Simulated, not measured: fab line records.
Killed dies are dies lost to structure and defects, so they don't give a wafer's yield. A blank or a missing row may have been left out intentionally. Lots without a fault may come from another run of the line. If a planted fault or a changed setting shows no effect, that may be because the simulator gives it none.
Chamber matching / flow n5-finfet / N5_BEOL_M9_DESCUM_16 on rie-diel-01 has 4 sister chambers
The step chemistry O2, time 7.9 s. 4 wafers are shown with their chamber, then 8 later ones without.

== WAFERS, EACH WITH ITS CHAMBER ==
wafer=L083.3; chamber=1; showerhead-plenum-p-Torr (Torr)=2.22
wafer=L083.5; chamber=3; showerhead-plenum-p-Torr (Torr)=2.06
wafer=L083.6; chamber=0; showerhead-plenum-p-Torr (Torr)=2.09
wafer=L093.1; chamber=2; showerhead-plenum-p-Torr (Torr)=2.11

== WAFERS WITHOUT THEIR CHAMBER ==
wafer=L093.5; showerhead-plenum-p-Torr (Torr)=2.08
wafer=L093.6; showerhead-plenum-p-Torr (Torr)=2.21
wafer=L095.2; showerhead-plenum-p-Torr (Torr)=2.08
wafer=L095.3; showerhead-plenum-p-Torr (Torr)=2.10
wafer=L095.4; showerhead-plenum-p-Torr (Torr)=2.05
wafer=L097.1; showerhead-plenum-p-Torr (Torr)=2.21
wafer=L097.2; showerhead-plenum-p-Torr (Torr)=2.05
wafer=L097.3; showerhead-plenum-p-Torr (Torr)=2.10

== THE CHAMBER EACH PASSED THROUGH ==
wafer=L093.5; from the rows above=can't be placed: 0 or 3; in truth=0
wafer=L093.6; from the rows above=1; in truth=1
wafer=L095.2; from the rows above=can't be placed: 0 or 3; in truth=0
wafer=L095.3; from the rows above=can't be placed: 2 or 0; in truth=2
wafer=L095.4; from the rows above=3; in truth=3
wafer=L097.1; from the rows above=1; in truth=1
wafer=L097.2; from the rows above=3; in truth=3
wafer=L097.3; from the rows above=can't be placed: 2 or 0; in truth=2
4 of 8 placed correctly. These rows do not allow placing 4 (true chamber among the candidates in 4). Placed wrongly: 0.
How it was worked out, from the rows above alone: a wafer's distance from a chamber is the root of the sum, over the readings, of the square of ((its reading less the chamber's mean) divided by the reading's scatter). If the next closest chamber is less than 2 further off than the closest, the wafer can't be placed; otherwise it belongs to the closest. The mean given for a chamber averages the wafers shown for that chamber. The scatter: root of mean squared gap, hidden wafer to nearest shown wafer, with one shown wafer a chamber.
